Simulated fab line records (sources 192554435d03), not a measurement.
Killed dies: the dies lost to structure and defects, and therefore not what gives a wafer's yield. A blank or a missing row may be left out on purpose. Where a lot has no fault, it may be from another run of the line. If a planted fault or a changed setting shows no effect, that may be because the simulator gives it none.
fab line records | flow n5Finfet
[record] lots = 8 wafers = 24 lastDay = 17
route steps=1938 shown BEOL_M0_SAQP@658 BEOL_M0_CUTY@710 BEOL_M4@1111 PASSIVATION@1936
lots with no fault: from the same line, run without faults
startH: the number of hours between the record's first day and the start of the first shown wafer of the lot | waitH: how many hours have passed since the lot's step before this one | " the same as in the row above | L1.1+2: one row covering several wafers at once | - no value, or no start was given | * or withheld: withheld | < > ~ a bound
route shown NAME@n: a module of which the file shows steps, and the number in the route of the first | usual: the fault-free wafers' mean and standard deviation | same: alike in all rows | chamber/n: place in a boat | sites: each site's reading | _std_site: the values' standard deviation | _edge_site: the outer-site mean with the inner-site mean subtracted | radiusMm: how far each site lies from the wafer's centre | mask NAME#n: copy n | behind: the most recent tool/chamber to have shaped the wafer | hold: cause of the lot's hold/its duration in hours/its outcome | device: the n, p or np transistor that did not switch | end of line: the tests these same wafers got at the end of their route | a step given without rows: its recipe and nothing more | killed: count of dies lost to structure and defects at first sort (not the wafer's yield) | map: per-die view of a wafer (x killed, . not killed, _ where there is no die)
set.NAME: the setting as run; set.NAME@STEP: as run at that earlier step | model.NAME: the simulator's own value behind a step, which no gauge read
steps of the route over a sample of lots; a table a step, a row a wafer
services: the hour from which a tool's chamber was out of use, counted from the record's first day as startH (under 0 if before that day), plus the number of hours and why
[[steps]]
[step N5_BEOL_M0_SAQP_MANDREL_ETCH_20]
[recipe] targetDepthA = 600 chemistry = HBr/Cl2 target = a-Si stopOn = SiNx btTimeS = 10 maskMaterial = SOC overEtchFrac = 0.5 timeS = 30 pressureMtorr = 10 icpW = 800 biasW = 75 HBr_flow_sccm = 150 Cl2_flow_sccm = 80 ends = endPoint
[usual] drypumpMotorCurrentA = 5.6/0.5 oesProductAu = 0.778/0.012 throttleValvePct = 35.6/0.37
// columns lot.wafer tool chamber startH waitH drypumpMotorCurrentA oesProductAu rfHoursCounterH throttleValvePct
L851.2 rieSi-02 0 128.32 0.0 5.5 0.780 121 35.9
L851.3 " 2 " " 5.4 0.785 166 35.9
L851.5 " 2 " " 5.4 0.789 - 35.9
L852.1 rieSi-02 3 132.10 0.0 6.4 0.770 179 34.9
L852.2 " 0 " " 5.5 0.762 121 35.9
L852.3 " 2 " " 5.4 0.776 166 35.9
L855.2 rieSi-02 3 153.61 0.0 6.3 0.766 180 34.9
L855.3 " 2 " " 5.4 0.778 166 35.9
L855.4 " 1 " " 5.3 0.775 113 36.0
L863.1 rieSi-05 1 203.80 0.0 5.4 0.765 150 35.8
L863.2 " 0 " " 4.9 0.769 33 35.4
L863.6 " 2 " " 5.3 0.788 - 35.5
L866.1 rieSi-02 1 218.55 0.0 5.3 0.759 114 36.0
L866.2 " 2 " " 5.4 0.784 167 35.9
L866.5 " 3 " " 6.4 0.771 - 34.9
L868.1 rieSi-02 0 233.14 0.0 5.5 0.772 122 35.9
L868.4 " 3 " " 6.4 0.782 181 34.9
L868.5 " 0 " " 5.5 0.786 - 35.9
L869.1 rieSi-02 0 238.00 0.0 5.5 0.766 123 35.9
L869.4 " 2 " " 5.4 0.789 168 35.9
L869.6 " 3 " " 6.4 0.776 - 34.9
L870.3 rieSi-05 1 246.54 0.0 5.4 0.766 151 35.8
L870.5 " 2 " " 5.3 0.779 - 35.5
L870.6 " 3 " " 4.9 0.782 - 35.9
[step N5_BEOL_M0_SAQP_ETCH_106]
[recipe] chemistry = N2/H2 target = SOC targetDepthA = 1500 stopOn = SiNx ionEnergyEv = 100 biasW = 61 pressureMtorr = 30 sourceW = 850 n2FlowSccm = 200 h2FlowSccm = 200
[usual] drypumpMotorCurrentA = 5.9/0.49 n2FlowSccm = 200.0/0.63 oesProductAu = 0.77/0.084 rfVppV = 241.3/1.2 showerheadPlenumPTorr = 2.59/0.064 throttleValvePct = 17.77/0.22
// columns lot.wafer tool chamber startH waitH drypumpMotorCurrentA n2FlowSccm oesProductAu rfHoursCounterH rfVppV showerheadPlenumPTorr throttleValvePct
L851.2 rieDiel-03 0 130.49 - 6.8 200.7 0.78 106 240.3 2.57 17.97
L851.3 " 1 " " 6.0 199.3 0.74 155 242.2 2.65 17.86
L851.5 " 3 " " 6.0 200.2 0.73 - 242.4 2.65 18.00
L852.1 rieDiel-02 2 134.09 - 6.5 201.0 0.72 190 241.1 2.55 18.14
L852.2 " 0 " " 5.1 200.5 0.70 212 241.6 2.60 17.83
L852.3 " 3 " " 5.6 199.3 0.70 245 238.6 2.41 17.85
L855.2 rieDiel-02 2 155.65 - 6.4 200.9 0.71 198 239.7 2.55 18.18
L855.3 " 0 " " 5.1 200.5 0.70 220 241.6 2.60 17.84
L855.4 " 0 " " 5.1 199.6 0.69 - 241.1 2.60 17.84
L863.1 rieDiel-01 3 206.64 - 6.4 199.3 0.72 194 239.5 2.52 17.82
L863.2 " 0 " " 5.8 200.9 0.88 31 240.1 2.58 17.72
L863.6 " 0 " " 5.8 201.0 0.88 - 241.3 2.58 17.72
L866.1 rieDiel-03 3 220.56 - 5.9 199.6 0.70 190 242.6 2.63 18.06
L866.2 " 1 " " 6.0 199.6 0.72 179 241.7 2.64 17.90
L866.5 " 1 " " 6.1 200.1 0.71 - 241.8 2.64 17.89
L868.1 rieDiel-03 0 235.23 - 6.7 199.7 0.74 136 240.9 2.55 18.02
L868.4 " 1 " " 6.1 200.9 0.71 184 242.4 2.64 17.90
L868.5 " 0 " " 6.7 199.6 0.74 - 241.8 2.55 18.02
L869.1 rieDiel-02 3 240.41 - 5.6 200.1 0.92 20 243.0 2.72 17.48
L869.4 " 1 " " 5.7 200.5 0.74 174 240.3 2.53 17.60
L869.6 " 1 " " 5.8 200.0 0.73 - 240.0 2.53 17.59
L870.3 rieDiel-03 2 249.30 - 4.9 200.3 0.84 33 239.3 2.49 17.53
L870.5 " 1 " " 6.1 199.3 0.71 - 242.1 2.64 17.91
L870.6 " 2 " " 4.9 200.0 0.84 - 239.7 2.48 17.52
[step N5_BEOL_M0_SAQP_STRIP_108]
[recipe] chemistry = N2/H2 powerW = 500 tempC = 40 pressureMtorr = 50 rfFrequencyHz = 6e+07 overashFraction = 0.3 biasPowerW = 28 h2Frac = 0.5 n2FlowSccm = 300 h2FlowSccm = 300
[usual] drypumpMotorCurrentA = 5.9/0.49 n2FlowSccm = 300.0/0.95 oesProductAu = 0.78/0.086 rfVppV = 122.2/0.85 showerheadPlenumPTorr = 3.42/0.081 tempC = 39.99/0.12 throttleValvePct = 18.9/0.35
// columns lot.wafer tool chamber startH waitH drypumpMotorCurrentA n2FlowSccm oesProductAu rfHoursCounterH rfVppV showerheadPlenumPTorr tempC throttleValvePct
L851.2 rieDiel-03 0 130.59 0.0 6.8 301.1 0.78 106 124.4 3.39 39.72 19.6
L851.3 " 1 " " 6.1 300.4 0.76 155 122.1 3.50 40.15 18.8
L851.5 " 3 " " 6.0 298.9 0.72 - 123.7 3.49 40.03 19.3
L852.1 rieDiel-02 2 134.19 0.0 6.5 299.8 0.73 190 121.0 3.37 40.19 19.3
L852.2 " 0 " " 5.1 300.0 0.71 212 123.0 3.44 40.06 19.0
L852.3 " 3 " " 5.6 300.3 0.70 245 121.6 3.19 39.88 18.8
L855.2 rieDiel-02 2 155.75 0.0 6.5 299.1 0.72 198 122.7 3.36 39.88 19.3
L855.3 " 0 " " 5.1 299.6 0.69 220 122.1 3.43 39.88 19.0
L855.4 " 0 " " 5.1 299.5 0.71 - 122.7 3.43 39.97 19.0
L863.1 rieDiel-01 3 206.74 0.0 6.3 300.5 0.74 194 122.0 3.33 39.95 19.0
L863.2 " 0 " " 5.8 300.0 0.90 31 122.2 3.41 39.70 18.8
L863.6 " 0 " " 5.8 299.6 0.90 - 122.3 3.41 39.84 18.8
L866.1 rieDiel-03 3 220.66 0.0 6.0 301.0 0.71 190 122.6 3.48 40.16 19.3
L866.2 " 1 " " 6.1 301.6 0.74 179 123.2 3.48 39.94 18.8
L866.5 " 1 " " 6.1 301.1 0.73 - 122.5 3.48 39.88 18.8
L868.1 rieDiel-03 0 235.33 0.0 6.7 299.4 0.76 136 122.4 3.37 39.84 19.6
L868.4 " 1 " " 6.1 301.5 0.73 184 123.1 3.48 40.07 18.8
L868.5 " 0 " " 6.8 299.0 0.76 - 121.7 3.37 39.86 19.6
L869.1 rieDiel-02 3 240.51 0.0 5.6 299.7 0.92 20 122.9 3.58 40.20 18.4
L869.4 " 1 " " 5.7 299.5 0.74 175 122.9 3.34 40.11 18.6
L869.6 " 1 " " 5.8 298.3 0.74 - 120.7 3.34 40.08 18.6
L870.3 rieDiel-03 2 249.40 0.0 4.9 300.1 0.86 33 121.6 3.29 39.82 18.5
L870.5 " 1 " " 6.1 301.3 0.74 - 122.3 3.48 39.75 18.8
L870.6 " 2 " " 4.9 301.7 0.86 - 120.3 3.28 39.94 18.5
[step N5_BEOL_M0_SAQP_CD_MEAS_40]
[recipe] targetCdNm = 30 landingEnergyEv = 500 detector = seInlens
[usual] cdNm = 30.14/0.26
// columns lot.wafer tool chamber startH waitH cdNm
L851.2 cdSem-01 0 131.85 - 29.51
L851.3 " 0 " " 30.15
L851.5 " 0 " " 30.27
L852.1 cdSem-03 0 135.45 - 30.30
L852.2 " 0 " " 30.52
L852.3 " 0 " " 30.20
L855.2 cdSem-01 0 157.66 - 30.40
L855.3 " 0 " " 29.89
L855.4 " 0 " " 29.95
L863.1 cdSem-02 0 208.04 - 30.42
L863.2 " 0 " " 29.93
L863.6 " 0 " " 30.23
L866.1 cdSem-03 0 222.04 - 30.22
L866.2 " 0 " " 30.09
L866.5 " 0 " " 30.26
L868.1 cdSem-03 0 237.38 - 30.42
L868.4 " 0 " " 29.93
L868.5 " 0 " " 29.85
L869.1 cdSem-01 0 241.90 - 30.31
L869.4 " 0 " " 30.20
L869.6 " 0 " " 30.09
L870.3 cdSem-02 0 252.25 - 29.97
L870.5 " 0 " " 30.13
L870.6 " 0 " " 30.31
[step N5_BEOL_M0_SAQP_INSPECT_42]
[recipe] mode = adi inspectInstrument = brightfield
[usual] rawDefectCount = 355/100
// columns lot.wafer tool chamber startH waitH rawDefectCount
L851.2 defectInspect-01 - 131.94 0.0 298
L851.3 " - " " 650
L851.5 " - " " 536
L852.1 defectInspect-01 - 135.54 0.1 959
L852.2 " - " " 320
L852.3 " - " " 451
L855.2 defectInspect-01 - 157.75 0.0 841
L855.3 " - " " 583
L855.4 " - " " 430
L863.1 defectInspect-01 - 208.13 0.1 397
L863.2 " - " " 680
L863.6 " - " " 290
L866.1 defectInspect-02 - 222.13 0.1 475
L866.2 " - " " 368
L866.5 " - " " 254
L868.1 defectInspect-01 - 237.47 0.1 309
L868.4 " - " " 262
L868.5 " - " " 250
L869.1 defectInspect-02 - 241.99 0.1 249
L869.4 " - " " 301
L869.6 " - " " 322
L870.3 defectInspect-02 - 252.34 0.0 423
L870.5 " - " " 557
L870.6 " - " " 283
[step N5_BEOL_M0_CUTY_INSPECT_59]
[recipe] mode = adi inspectInstrument = macro
[usual] rawDefectCount = 1.9/1.6
// columns lot.wafer tool chamber startH waitH rawDefectCount
L851.2 defectInspect-01 - 133.33 0.0 2
L851.3 " - " " 1
L851.5 " - " " 1
L852.1 defectInspect-01 - 136.86 0.0 >300
L852.2 " - " " 3
L852.3 " - " " 0
L855.2 defectInspect-01 - 159.17 0.0 >300
L855.3 " - " " 1
L855.4 " - " " 0
L863.1 defectInspect-01 - 209.62 0.0 1
L863.2 " - " " 2
L863.6 " - " " 2
L866.1 defectInspect-02 - 223.53 0.0 3
L866.2 " - " " 1
L866.5 " - " " 2
L868.1 defectInspect-02 - 238.99 0.0 2
L868.4 " - " " 3
L868.5 " - " " 3
L869.1 defectInspect-02 - 244.80 0.0 0
L869.4 " - " " 0
L869.6 " - " " 1
L870.3 defectInspect-01 - 253.83 0.0 2
L870.5 " - " " 2
L870.6 " - " " 3
[step N5_BEOL_M4_RC_MEAS_101]
[usual] DIBL_N = 36.2/1.7 DIBL_P = 36.6/1.9 IOFF_N = 0.16/0.032 IOFF_P = 0.21/0.037 ION_N = 675/12 ION_P = 460/8.1 SS_N = 71.4/0.58 SS_P = 73.4/0.64 VT_N = 249/3.2 VT_P = -252/3.4
// columns lot.wafer tool chamber startH waitH DIBL_N[mV/V] DIBL_P[mV/V] IOFF_N[nA/um] IOFF_P[nA/um] ION_N[uA/um] ION_P[uA/um] SS_N[mV/dec] SS_P[mV/dec] VT_N[mV] VT_P[mV]
L851.2 prober-02 0 183.29 0.2 38.1 38.5 0.19 0.23 682 462 72.5 73.5 248 -250
L851.3 " 0 " " 34.9 35.8 0.14 0.19 657 450 71.9 72.8 253 -253
L851.5 " 0 " " 36.7 37.3 0.17 0.21 676 462 71.4 73.5 250 -253
L852.1 prober-02 0 192.76 0.0 37.4 37.4 0.19 0.21 688 468 71.5 73.3 247 -251
L852.2 " 0 " " 35.3 34.8 0.14 0.17 669 454 71.3 73.3 253 -255
L852.3 " 0 " " 36.7 36.8 0.18 0.20 664 457 72.4 73.7 249 -252
L855.2 prober-02 0 203.56 0.2 36.8 38.0 0.17 0.21 669 454 72.3 73.7 248 -254
L855.3 " 0 " " 35.1 37.1 0.14 0.18 669 451 71.1 72.7 251 -251
L855.4 " 0 " " 36.4 37.7 0.16 0.20 672 450 71.1 73.2 246 -253
L863.1 prober-01 0 249.09 0.0 35.3 37.0 0.17 0.18 685 454 71.2 73.0 249 -258
L863.2 " 0 " " 33.8 34.9 0.14 0.15 671 444 71.3 73.1 250 -260
L863.6 " 0 " " 33.4 34.9 0.13 0.15 654 442 70.9 72.6 250 -259
L866.1 prober-01 0 267.66 0.0 34.6 34.0 0.14 0.15 679 461 70.6 73.0 249 -256
L866.2 " 0 " " 36.3 37.4 0.16 0.19 667 451 71.6 73.7 250 -254
L866.5 " 0 " " 36.0 36.6 0.15 0.17 680 455 72.1 73.5 250 -256
L868.1 prober-02 0 286.74 0.0 36.8 36.1 0.13 0.19 656 448 71.4 72.4 253 -255
L868.4 " 0 " " 36.7 35.8 0.15 0.18 683 457 71.7 72.7 252 -256
L868.5 " 0 " " 37.9 37.3 0.15 0.20 671 461 71.1 73.7 250 -252
L869.1 prober-02 0 290.30 0.0 36.0 35.2 0.16 0.22 677 469 70.8 73.1 249 -249
L869.4 " 0 " " 37.7 37.2 0.18 0.24 697 471 71.9 73.8 247 -246
L869.6 " 0 " " 37.8 37.0 0.19 0.25 692 472 71.6 73.7 248 -247
L870.3 prober-01 0 295.63 0.3 38.3 39.7 0.20 0.26 692 470 71.9 74.3 247 -247
L870.5 " 0 " " 37.1 37.1 0.18 0.22 682 466 71.8 74.0 248 -251
L870.6 " 0 " " 36.5 36.0 0.17 0.21 682 466 71.2 73.5 248 -250
[step N5_PASSIVATION_PROBE_49]
[usual] defectLimitedYield = 91.3/1.5 killed_at_M0_to_M3 = 35/10 killed_at_M4_up = 12/4.6 killedAtContacts = 13/6.6 killedAtFrontEnd = 39/11 killedAtOther = 4/3.4 killedDies = 103/17 killedOnRim = 14/4.1 killedOpen = 67/13 killedShort = 35/8.2 sort_bin_5_function = 5.1/0.94 sort_bin_6_memory = 3.2/0.7 sort_bin_8_speed = 0.00/0.03 sortNPass = 1077/17 sortYieldPct = 91.3/1.5
[same] grossDies = 1180 killedAtBackSide = 0 sort_bin_4_leakage[%] = 0
// columns lot.wafer tool chamber startH waitH defectLimitedYield[%] killed_at_M0_to_M3 killed_at_M4_up killedAtContacts killedAtFrontEnd killedAtOther killedDies killedOnRim killedOpen killedShort sort_bin_5_function[%] sort_bin_6_memory[%] sort_bin_8_speed[%] sortNPass sortYieldPct[%]
L851.2 prober-01 - 283.83 0.2 91.3 25 16 28 34 0 103 13 76 25 4.9 3.5 0 1077 91.3
L851.3 prober-01 - 283.88 0.3 92.9 22 13 22 26 1 84 10 60 23 4.3 2.5 0 1096 92.9
L851.5 prober-01 - 283.98 0.4 91.5 48 10 13 25 4 100 11 63 36 5.6 2.5 0 1080 91.5
L855.2 prober-01 - 298.53 0.1 83.8 133 13 9 29 7 191 25 61 26 11.1 3.2 0 989 83.8
L855.3 prober-01 - 298.58 0.1 91.9 34 11 8 37 6 96 15 67 27 5.4 2.5 0 1084 91.9
L855.4 prober-01 - 298.63 0.2 91.4 28 12 12 47 2 101 10 81 19 5.0 3.3 0 1079 91.4
L852.1 prober-02 - 300.28 0.0 82.5 138 10 7 46 5 206 26 64 41 11.1 4.3 0 974 82.5
L852.2 prober-02 - 300.33 0.1 92.7 24 8 13 39 2 86 12 55 31 4.1 3.1 0 1094 92.7
L852.3 prober-02 - 300.38 0.1 89.9 52 12 14 41 0 119 12 84 34 5.8 4.2 0 1061 89.9
L863.1 prober-02 - 352.70 0.0 92.6 30 11 18 16 12 87 7 50 37 4.7 2.4 0 1093 92.6
L863.2 prober-02 - 352.75 0.1 91.1 32 10 25 25 13 105 12 65 40 5.3 3.1 0 1075 91.1
L863.6 prober-02 - 352.95 0.3 91.4 33 8 24 21 15 101 12 67 34 4.8 3.4 0.34 1075 91.1
L866.1 prober-01 - 383.95 0.0 92.6 37 13 2 35 0 87 10 54 32 4.5 2.5 0 1093 92.6
L866.2 prober-01 - 384.00 0.1 93.6 28 18 6 19 5 76 1 50 25 3.9 2.1 0 1104 93.6
L866.5 prober-01 - 384.15 0.2 90.5 33 12 26 39 2 112 15 72 36 5.4 3.5 0 1068 90.5
L868.1 prober-02 - 393.75 0.0 90.2 55 16 9 36 0 116 14 76 40 5.7 3.8 0 1064 90.2
L868.4 prober-02 - 393.90 0.2 91.8 44 19 16 18 0 97 12 73 24 4.9 2.6 0 1083 91.8
L868.5 prober-02 - 393.95 0.2 90.6 56 9 17 27 2 111 12 73 37 5.1 4.2 0 1069 90.6
L870.3 prober-02 - 397.45 0.1 91.4 36 20 9 30 6 101 13 65 33 5.2 3.1 0 1079 91.4
L870.5 prober-02 - 397.55 0.2 90.8 36 14 14 42 3 109 10 65 44 5.5 3.4 0 1071 90.8
L870.6 prober-02 - 397.60 0.3 88.9 38 15 22 43 13 131 23 85 43 6.9 3.9 0 1049 88.9
L869.1 prober-02 - 406.11 0.0 91.9 46 10 4 31 4 95 8 66 29 5.3 2.6 0 1085 91.9
L869.4 prober-02 - 406.26 0.2 94.9 10 12 15 23 0 60 9 38 21 2.8 2.2 0 1120 94.9
L869.6 prober-02 - 406.36 0.3 93.0 40 6 5 28 4 83 10 53 30 4.0 3.0 0 1097 93.0
// killed by level:class
L851.2 MOL_CONTACT_COAG:geometricParticle:open=26 FIN_SAQP:geometricParticle:open=6 BEOL_M8:geometricParticle:open=5 STI_FIN_REVEAL:geometricParticle:open=5 BEOL_M1:geometricParticle:open=5 BEOL_M3:geometricParticle:open=5 STARTING-WAFER:geometricParticle:short=5 FIN_SAQP:geometricParticle:short=4
L851.3 MOL_CONTACT_COAG:geometricParticle:open=16 STI_FIN_REVEAL:geometricParticle:open=10 BEOL_M0_SAQP:geometricParticle:short=7 BEOL_M3:geometricParticle:open=7 MOL_CONTACT_COAG:geometricParticle:short=6 BEOL_M0_SAQP:geometricParticle:open=5 BEOL_M5:geometricParticle:open=4 FIN_SAQP:geometricParticle:open=3
L851.5 BEOL_M0_SAQP:geometricParticle:short=12 BEOL_M3:geometricParticle:open=11 MOL_CONTACT_COAG:geometricParticle:open=10 BEOL_M0_SAQP:geometricParticle:open=9 BEOL_M0:geometricParticle:open=6 DUMMY_GATE:geometricParticle:open=5 BEOL_M2:geometricParticle:open=4 STI_FIN_REVEAL:geometricParticle:open=3
L855.2 BEOL_M0_SAQP:unspecified=103 MOL_CONTACT_COAG:geometricParticle:open=8 STI_FIN_REVEAL:geometricParticle:open=7 BEOL_M4:geometricParticle:open=7 BEOL_M0_SAQP:geometricParticle:open=6 BEOL_M1:geometricParticle:open=6 BEOL_M2:geometricParticle:open=5 FIN_SAQP:geometricParticle:open=4
L855.3 DUMMY_GATE:geometricParticle:open=13 BEOL_M1:geometricParticle:open=12 MOL_CONTACT_COAG:geometricParticle:open=6 BEOL_M0_SAQP:geometricParticle:open=6 FIN_SAQP:geometricParticle:open=5 BEOL_M2:geometricParticle:open=5 FIN_SAQP:geometricParticle:short=3 GATE_CUT:geometricParticle:short=3
L855.4 STI_FIN_REVEAL:geometricParticle:open=16 FIN_SAQP:geometricParticle:open=15 MOL_CONTACT_COAG:geometricParticle:open=12 BEOL_M1:geometricParticle:open=7 BEOL_M3:geometricParticle:open=7 BEOL_M4:geometricParticle:open=5 BEOL_M0_SAQP:geometricParticle:short=4 BEOL_M2:geometricParticle:open=4
L852.1 BEOL_M0_SAQP:unspecified=100 FIN_SAQP:geometricParticle:short=10 BEOL_M1:geometricParticle:open=10 STI_FIN_REVEAL:geometricParticle:open=8 BEOL_M2:geometricParticle:open=8 MOL_CONTACT_COAG:geometricParticle:open=7 BEOL_M0_SAQP:geometricParticle:short=7 FIN_SAQP:geometricParticle:open=6
L852.2 MOL_CONTACT_COAG:geometricParticle:open=11 FIN_SAQP:geometricParticle:short=8 BEOL_M1:geometricParticle:open=8 FIN_SAQP:geometricParticle:open=6 DUMMY_GATE:geometricParticle:open=6 GATE_CUT:geometricParticle:short=4 BEOL_M0_SAQP:geometricParticle:short=4 STARTING-WAFER:geometricParticle:open=4
L852.3 FIN_SAQP:geometricParticle:open=17 BEOL_M1:geometricParticle:open=17 STI_FIN_REVEAL:geometricParticle:open=10 MOL_CONTACT_COAG:geometricParticle:open=10 BEOL_M0_SAQP:geometricParticle:short=8 BEOL_M0_SAQP:geometricParticle:open=7 BEOL_M2:geometricParticle:open=7 BEOL_M0:geometricParticle:open=6
L863.1 MOL_CONTACT_COAG:geometricParticle:open=13 BEOL_M0:geometricParticle:open=7 BEOL_M0:geometricParticle:short=5 MOL_CONTACT_COAG:geometricParticle:short=5 BEOL_M0_SAQP:geometricParticle:short=5 BEOL_M2:geometricParticle:open=4 MIM_TOP:geometricParticle:short=4 GATE_CUT:geometricParticle:short=3
L863.2 MOL_CONTACT_COAG:geometricParticle:open=17 BEOL_M3:geometricParticle:open=12 FIN_SAQP:geometricParticle:open=8 FIN_SAQP:geometricParticle:short=8 MOL_CONTACT_COAG:geometricParticle:short=8 BEOL_M2:geometricParticle:open=8 GATE_CUT:geometricParticle:short=4 PASS1_CAP:geometricParticle:short=4
L863.6 MOL_CONTACT_COAG:geometricParticle:open=19 BEOL_M3:geometricParticle:open=10 MOL_CONTACT_COAG:geometricParticle:short=5 BEOL_M0_SAQP:geometricParticle:open=5 PASS1_CAP:geometricParticle:short=5 GATE_CUT:geometricParticle:open=4 BEOL_M3:geometricParticle:short=4 MIM_TOP_ETCH:geometricParticle:open=4
L866.1 STI_FIN_REVEAL:geometricParticle:open=11 BEOL_M4:geometricParticle:open=8 BEOL_M0_SAQP:geometricParticle:short=8 BEOL_M0_SAQP:geometricParticle:open=7 BEOL_M3:geometricParticle:open=7 BEOL_M3:geometricParticle:short=7 DUMMY_GATE:geometricParticle:open=4 BEOL_M1:geometricParticle:open=4
L866.2 BEOL_M4:geometricParticle:open=8 STI_FIN_REVEAL:geometricParticle:open=5 BEOL_M0_SAQP:geometricParticle:short=5 BEOL_M0_SAQP:geometricParticle:open=5 BEOL_M0:geometricParticle:open=5 BEOL_M5:geometricParticle:open=5 FIN_SAQP:geometricParticle:open=4 MOL_CONTACT_COAG:geometricParticle:open=4
L866.5 MOL_CONTACT_COAG:geometricParticle:open=22 BEOL_M0_SAQP:geometricParticle:short=12 DUMMY_GATE:geometricParticle:open=8 STI_FIN_REVEAL:geometricParticle:open=7 BEOL_M1:geometricParticle:open=7 ILD0:geometricParticle:open=4 MOL_CONTACT_COAG:geometricParticle:short=4 BEOL_M0_SAQP:geometricParticle:open=4
L868.1 BEOL_M0_SAQP:geometricParticle:open=14 BEOL_M0_SAQP:geometricParticle:short=13 BEOL_M1:geometricParticle:open=10 BEOL_M3:geometricParticle:open=9 FIN_SAQP:geometricParticle:open=8 FIN_SAQP:geometricParticle:short=7 BEOL_M4:geometricParticle:open=7 MOL_CONTACT_COAG:geometricParticle:open=6
L868.4 BEOL_M0_SAQP:geometricParticle:open=12 BEOL_M3:geometricParticle:open=12 MOL_CONTACT_COAG:geometricParticle:open=11 BEOL_M4:geometricParticle:open=10 BEOL_M1:geometricParticle:open=8 MOL_CONTACT_COAG:geometricParticle:short=5 BEOL_M0_SAQP:geometricParticle:short=5 DUMMY_GATE:geometricParticle:open=4
L868.5 BEOL_M3:geometricParticle:open=19 MOL_CONTACT_COAG:geometricParticle:open=14 BEOL_M0_SAQP:geometricParticle:short=9 BEOL_M1:geometricParticle:open=8 FIN_SAQP:geometricParticle:open=6 BEOL_M2:geometricParticle:open=6 BEOL_M0_SAQP:geometricParticle:open=5 DUMMY_GATE:geometricParticle:open=3
L870.3 BEOL_M2:geometricParticle:open=15 GATE_CUT:geometricParticle:short=7 MOL_CONTACT_COAG:geometricParticle:open=7 FIN_SAQP:geometricParticle:open=6 DUMMY_GATE:geometricParticle:open=6 BEOL_M0_SAQP:geometricParticle:open=6 BEOL_M0_SAQP:geometricParticle:short=5 BEOL_M8:geometricParticle:open=5
L870.5 GATE_CUT:geometricParticle:short=12 BEOL_M4:geometricParticle:open=12 MOL_CONTACT_COAG:geometricParticle:open=9 BEOL_M0_SAQP:geometricParticle:short=9 DUMMY_GATE:geometricParticle:open=7 BEOL_M0_SAQP:geometricParticle:open=6 BEOL_M2:geometricParticle:open=6 MOL_CONTACT_COAG:geometricParticle:short=5
L870.6 MOL_CONTACT_COAG:geometricParticle:open=15 FIN_SAQP:geometricParticle:open=12 BEOL_M0_SAQP:geometricParticle:open=11 GATE_CUT:geometricParticle:short=8 BEOL_M0_SAQP:geometricParticle:short=8 MOL_CONTACT_COAG:geometricParticle:short=7 BEOL_M1:geometricParticle:open=7 DUMMY_GATE:geometricParticle:open=6
L869.1 BEOL_M2:geometricParticle:open=11 FIN_SAQP:geometricParticle:short=10 BEOL_M0_SAQP:geometricParticle:open=10 FIN_SAQP:geometricParticle:open=8 BEOL_M3:geometricParticle:open=8 BEOL_M0_SAQP:geometricParticle:short=6 STI_FIN_REVEAL:geometricParticle:open=4 MOL_CONTACT_COAG:geometricParticle:open=4
L869.4 MOL_CONTACT_COAG:geometricParticle:open=11 FIN_SAQP:geometricParticle:open=6 FIN_SAQP:geometricParticle:short=4 MOL_CONTACT_COAG:geometricParticle:short=4 BEOL_M4:geometricParticle:open=4 STI_FIN_REVEAL:geometricParticle:open=3 GATE_CUT:geometricParticle:short=3 BEOL_M0_SAQP:geometricParticle:open=3
L869.6 BEOL_M0_SAQP:geometricParticle:open=11 BEOL_M0_SAQP:geometricParticle:short=10 FIN_SAQP:geometricParticle:short=9 STI_FIN_REVEAL:geometricParticle:open=9 BEOL_M2:geometricParticle:open=8 BEOL_M3:geometricParticle:open=6 MOL_CONTACT_COAG:geometricParticle:open=5 BEOL_M1:geometricParticle:open=4
[[services]]
// columns tool chamber startH hours kind
rieDiel-02 - 105.28 14.6 pm
rieDiel-03 2 116.00 - clean
rieDiel-03 2 116.00 - consumableReplace:focusRing
rieDiel-03 2 116.00 23.7 scheduledDown
rieDiel-03 2 116.00 23.7 ventCycle
rieDiel-02 3 147.89 - clean
rieDiel-02 3 147.89 - consumableReplace:esc
rieDiel-02 3 147.89 - consumableReplace:focusRing
rieDiel-02 3 147.89 - consumableReplace:showerhead
rieDiel-02 3 147.89 19.6 scheduledDown
rieDiel-02 3 147.89 19.6 ventCycle
rieDiel-03 - 172.67 0.3 repair
rieDiel-03 1 193.13 8.5 repair
rieSi-05 3 223.38 2.2 repair
rieDiel-03 - 236.51 0.3 repair
rieDiel-02 2 244.08 21.0 repair
[[key]]
[firstSign] step = N5_BEOL_M0_SAQP_INSPECT_42 reading = rawDefectCount direction = up sigmas = 5.3 usual = 355 struck = 900
[effect] step = N5_BEOL_M0_CUTY_INSPECT_59 reading = rawDefectCount direction = up sigmas = 99+ usual = 1.9 struck = >300
[effect] step = N5_PASSIVATION_PROBE_49 reading = killed_at_M0_to_M3 direction = up sigmas = 10 usual = 35 struck = 136
[moreKillsBornAt] N5_BEOL_M0_SAQP_MANDREL_ETCH_20@rieSi-02 = 203
metAt N5_BEOL_M0_SAQP_MANDREL_ETCH_20
struckLots L852,L855
struckWafers L852.1,L855.2
notActingAt N5_BEOL_M0_SAQP_ETCH_106,N5_BEOL_M0_SAQP_STRIP_108,N5_BEOL_M0_SAQP_CD_MEAS_40
[fault] kind = chamberParticleSource tool = rieSi-02 chamber = 3 onsetH = 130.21 steps = N5_BEOL_M0_SAQP_MANDREL_ETCH_20 ratePerVisitCm2 = 0.61928 endH = 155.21
